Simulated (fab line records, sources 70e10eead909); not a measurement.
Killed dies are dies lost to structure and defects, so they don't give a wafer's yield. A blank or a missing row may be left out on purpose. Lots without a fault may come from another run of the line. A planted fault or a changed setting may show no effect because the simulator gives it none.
Which tool did it? | flow nand_harc | 13 lots, 39 wafers sampled, at 5 steps of a route of 1302

WHAT THE GAUGES READ, wafer by wafer
NHARC_P_M1_INSPECT_27. Usual: raw_defect_count 331, standard deviation 120.
lot  | measured     | on                | raw_defect_count | flag
L939 | day 6 07:28  | defect_inspect-01 | 506 313 391      |
L944 | day 8 08:11  | defect_inspect-01 | 549 413 278      |
L945 | day 8 21:13  | defect_inspect-01 | 390 282 382      |
L946 | day 9 10:16  | defect_inspect-01 | 436 342 273      |
L947 | day 9 19:16  | defect_inspect-01 | 206 118 124      |
L950 | day 10 22:53 | defect_inspect-01 | 206 205 159      |
L951 | day 11 05:33 | defect_inspect-02 | 281 645 273      |
L956 | day 13 10:44 | defect_inspect-02 | 442 383 249      |
L957 | day 14 06:18 | defect_inspect-02 | 405 320 252      |
L958 | day 14 11:01 | defect_inspect-01 | 458 303 335      |
L959 | day 14 16:49 | defect_inspect-01 | 341 307 176      |
L960 | day 14 21:13 | defect_inspect-01 | 268 544 165      |
L961 | day 15 11:37 | defect_inspect-02 | 162 227 312      |

NHARC_END_SORT_01. Usual: defect_limited_yield 91 %, standard deviation 3; killed_at_array 55, standard deviation 20; killed_at_other 1.2, standard deviation 1.3; killed_at_periphery 4.0, standard deviation 3; killed_dies 60, standard deviation 21; killed_open 3.2, standard deviation 1.9; killed_short 2.5, standard deviation 1.6.
lot  | measured     | on        | defect_limited_yield (%) | killed_at_array | killed_at_other | killed_at_periphery | killed_dies | killed_open | killed_short | flag
L939 | day 24 14:13 | prober-02 | 90 89 89                 | 58 60 63        | 2 2 2           | 9 10 11             | 69 72 76    | 4 3 5       | 3 0 0        |
L944 | day 26 06:44 | prober-02 | 90 92 91                 | 61 52 55        | 4 1 2           | 1 0 3               | 66 53 60    | 4 6 4       | 5 0 2        |
L945 | day 26 23:45 | prober-01 | 90 89 89                 | 65 72 70        | 0 0 1           | 4 0 1               | 69 72 72    | 2 1 1       | 2 1 1        |
L946 | day 27 06:13 | prober-02 | 87 90 88                 | 84 62 75        | 1 0 5           | 0 4 4               | 85 66 84    | 5 4 1       | 3 2 5        |
L947 | day 27 06:42 | prober-01 | 87 0 88                  | 72 63 75        | 5 0 0           | 8 614 6             | 85 677 81   | 6 1 5       | 3 2 6        | OFF
L950 | day 29 02:29 | prober-02 | 0 87 89                  | 72 79 66        | 3 2 4           | 602 5 5             | 677 86 75   | 0 5 3       | 0 1 2        | OFF
L951 | day 29 12:43 | prober-01 | 89 91 90                 | 68 52 65        | 0 3 1           | 8 6 2               | 76 61 68    | 4 4 2       | 1 1 3        |
L956 | day 31 04:32 | prober-02 | 88 89 86                 | 81 72 88        | 1 0 1           | 2 5 4               | 84 77 93    | 6 2 3       | 0 2 3        |
L957 | day 32 23:27 | prober-02 | 91 91 91                 | 43 49 44        | 2 3 2           | 13 12 12            | 58 64 58    | 6 2 4       | 3 1 0        |
L958 | day 32 19:46 | prober-01 | 92 91 90                 | 54 58 64        | 1 0 0           | 0 6 3               | 55 64 67    | 3 2 3       | 2 3 4        |
L959 | day 32 09:47 | prober-01 | 91 93 93                 | 53 45 44        | 0 1 0           | 6 3 4               | 59 49 48    | 5 11 3      | 4 2 4        |
L960 | day 33 03:04 | prober-01 | 93 92 92                 | 50 54 48        | 0 1 1           | 0 2 2               | 50 57 51    | 1 4 2       | 3 2 0        |
L961 | day 33 08:40 | prober-02 | 93 92 92                 | 44 49 55        | 0 1 0           | 2 2 2               | 46 52 57    | 3 1 4       | 2 0 7        |

WHICH TOOL RAN EACH LOT (tool, then ch and the chambers of the sampled wafers, then the start)
lot  | NHARC_P_M1_CMP_23             | NHARC_P_M1_DEP_33               | NHARC_P_M2_ETCH_28
L939 | cmp-02 ch 0,3, day 6 07:00    | pecvd-04 ch 0,1,2, day 6 07:45  | rie_diel-07 ch 2,3, day 6 09:34
L944 | cmp-01 ch 0,1,2, day 8 07:44  | pecvd-01 ch 0, day 8 08:26      | rie_diel-02 ch 1,2, day 8 10:49
L945 | cmp-04 ch 1,2,3, day 8 20:48  | pecvd-04 ch 0,1,2, day 8 21:22  | rie_diel-07 ch 0,3, day 8 23:34
L946 | cmp-02 ch 0,1,2, day 9 09:51  | pecvd-02 ch 0,1, day 9 10:28    | rie_diel-07 ch 0,3, day 9 12:28
L947 | cmp-01 ch 0,1, day 9 18:47    | pecvd-01 ch 1,2, day 9 19:31    | rie_diel-07 ch 0,2,3, day 9 21:47
L950 | cmp-02 ch 0,2, day 10 22:27   | pecvd-04 ch 1,2, day 10 23:05   | rie_diel-07 ch 0,2, day 11 01:08
L951 | cmp-01 ch 0,3, day 11 05:07   | pecvd-02 ch 1,2, day 11 05:44   | rie_diel-02 ch 0,3, day 11 07:46
L956 | cmp-02 ch 0,1,2, day 13 10:18 | pecvd-04 ch 0,1, day 13 10:53   | rie_diel-06 ch 0,2,3, day 13 12:56
L957 | cmp-04 ch 0,1,3, day 14 05:53 | pecvd-04 ch 0,1,2, day 14 06:34 | rie_diel-07 ch 0,1,2, day 14 08:23
L958 | cmp-01 ch 0,1,2, day 14 10:33 | pecvd-04 ch 1,2, day 14 11:49   | rie_diel-06 ch 0,2,3, day 14 13:47
L959 | cmp-02 ch 0,1,3, day 14 16:20 | pecvd-01 ch 0,1,2, day 14 17:00 | rie_diel-06 ch 1,3, day 14 19:02
L960 | cmp-01 ch 0,1,2, day 14 20:44 | pecvd-01 ch 0,1, day 14 21:24   | rie_diel-07 ch 0,1,3, day 14 23:25
L961 | cmp-02 ch 1,3, day 15 11:10   | pecvd-02 ch 1,2, day 15 11:48   | rie_diel-06 ch 1,2, day 15 13:44
- NHARC_P_M1_CMP_23: polishes, t overpolish 20 s, target thk 157.82 nm.
- NHARC_P_M1_DEP_33: deposits SiCN, target thk 30 nm.
- NHARC_P_M2_ETCH_28: etches the open film in CF4/N2, target depth 30 nm, time 72.99 s.

WHAT THE TOOLS THEMSELVES READ (means of the sampled wafers that have a number; where no wafer has one, the mark that the record gives instead)
NHARC_P_M1_CMP_23. Usual: motor_current_A 11.9 A, standard deviation 1.3; time_to_endpoint_s 28 s, standard deviation 3.
lot  | tool   | motor_current_A (A) | time_to_endpoint_s (s) | flag
L939 | cmp-02 | 11.7                | 24                     |
L944 | cmp-01 | 12.5                | 29                     |
L945 | cmp-04 | 11.5                | 28                     |
L946 | cmp-02 | 11.6                | 30                     |
L947 | cmp-01 | 13.2                | 32                     |
L950 | cmp-02 | 11.0                | 26                     |
L951 | cmp-01 | 10.6                | 25                     |
L956 | cmp-02 | 11.9                | 28                     |
L957 | cmp-04 | 11.9                | 31                     |
L958 | cmp-01 | 12.5                | 31                     |
L959 | cmp-02 | 11.8                | 27                     |
L960 | cmp-01 | 12.5                | 31                     |
L961 | cmp-02 | 12.6                | 24                     |

NHARC_P_M1_DEP_33. Usual: heater_power_w 557 W, standard deviation 88; showerhead_vpp_V 1311 V, standard deviation 42.
lot  | tool     | heater_power_w (W) | showerhead_vpp_V (V) | flag
L939 | pecvd-04 | 535                | 1317                 |
L944 | pecvd-01 | 456                | 1334                 |
L945 | pecvd-04 | 538                | 1326                 |
L946 | pecvd-02 | 567                | 1258                 |
L947 | pecvd-01 | 665                | 1311                 |
L950 | pecvd-04 | 549                | 1294                 |
L951 | pecvd-02 | 590                | 1324                 |
L956 | pecvd-04 | 473                | 1364                 |
L957 | pecvd-04 | 471                | 1330                 |
L958 | pecvd-04 | 505                | 1307                 |
L959 | pecvd-01 | 568                | 1314                 |
L960 | pecvd-01 | 621                | 1324                 |
L961 | pecvd-02 | 569                | 1277                 |

NHARC_P_M2_ETCH_28. Usual: drypump_motor_current_A 5.7 A, standard deviation 0.5; n2_flow_sccm 100.0 sccm, standard deviation 0.35; oes_product_au 0.993 a.u., standard deviation 0.011; rf_vpp_V 315.1 V, standard deviation 1.6; run_length_s 94.4 s, standard deviation 0.43; showerhead_plenum_p_Torr 2.68 Torr, standard deviation 0.086; throttle_valve_pct 19.793 %, standard deviation 0.0088.
lot  | tool        | drypump_motor_current_A (A) | n2_flow_sccm (sccm) | oes_product_au (a.u.) | rf_vpp_V (V) | run_length_s (s) | showerhead_plenum_p_Torr (Torr) | throttle_valve_pct (%) | flag
L939 | rie_diel-07 | 6.2                         | 99.7                | 0.980                 | 315.0        | 94.0             | 2.70                            | 19.794                 |
L944 | rie_diel-02 | 5.9                         | 100.2               | 1.011                 | 315.8        | 94.1             | 2.71                            | 19.797                 |
L945 | rie_diel-07 | 6.0                         | 99.8                | 0.989                 | 315.4        | 94.2             | 2.64                            | 19.795                 |
L946 | rie_diel-07 | 6.0                         | 100.0               | 0.997                 | 315.0        | 94.3             | 2.64                            | 19.793                 |
L947 | rie_diel-07 | 5.9                         | 100.1               | 0.994                 | 314.5        | 84.9             | 2.68                            | 19.795                 | OFF
L950 | rie_diel-07 | 5.8                         | 99.9                | 0.985                 | 316.2        | 84.9             | 2.72                            | 19.792                 | OFF
L951 | rie_diel-02 | 5.3                         | 99.4                | 1.008                 | 313.6        | 94.4             | 2.56                            | 19.792                 |
L956 | rie_diel-06 | 6.1                         | 100.1               | 0.995                 | 313.9        | 94.7             | 2.64                            | 19.790                 |
L957 | rie_diel-07 | 5.4                         | 100.1               | 0.995                 | 314.5        | 94.4             | 2.71                            | 19.793                 |
L958 | rie_diel-06 | 6.1                         | 100.2               | 0.979                 | 314.7        | 94.6             | 2.64                            | 19.802                 |
L959 | rie_diel-06 | 5.7                         | 100.4               | 0.978                 | 315.6        | 94.9             | 2.74                            | 19.787                 |
L960 | rie_diel-07 | 5.5                         | 99.6                | 0.995                 | 314.6        | 94.6             | 2.67                            | 19.794                 |
L961 | rie_diel-06 | 5.9                         | 99.5                | 0.993                 | 315.1        | 94.4             | 2.69                            | 19.789                 |

THE ANSWER, worked out from the rows above alone
Rule: a lot is off if the mean of its wafers that have a number lies more than 3 standard deviations from the usual mean. A lot without any number at a reading at which 4 lots or more have one is off too. The other lots that the step has rows for count as sound. The gauges are gone through in route order, then the tools' own readings, and for those a lot's mean is taken as printed above. The first step at which some lot is off is used, and at that step the reading that is off furthest; a lot without a number counts as furthest.
Off: L947, L950, at NHARC_END_SORT_01 (killed_at_periphery).
A tool fits if, at a process step before that reading, it ran every lot that is off, and no sound lot after the first of them. The gauges at NHARC_END_SORT_01 aren't tried: what is off there is off at NHARC_P_M2_ETCH_28 too, on other tools, and a gauge's error can't cause that. None of those tried fits.

WHAT THE SIMULATOR HAD PUT IN
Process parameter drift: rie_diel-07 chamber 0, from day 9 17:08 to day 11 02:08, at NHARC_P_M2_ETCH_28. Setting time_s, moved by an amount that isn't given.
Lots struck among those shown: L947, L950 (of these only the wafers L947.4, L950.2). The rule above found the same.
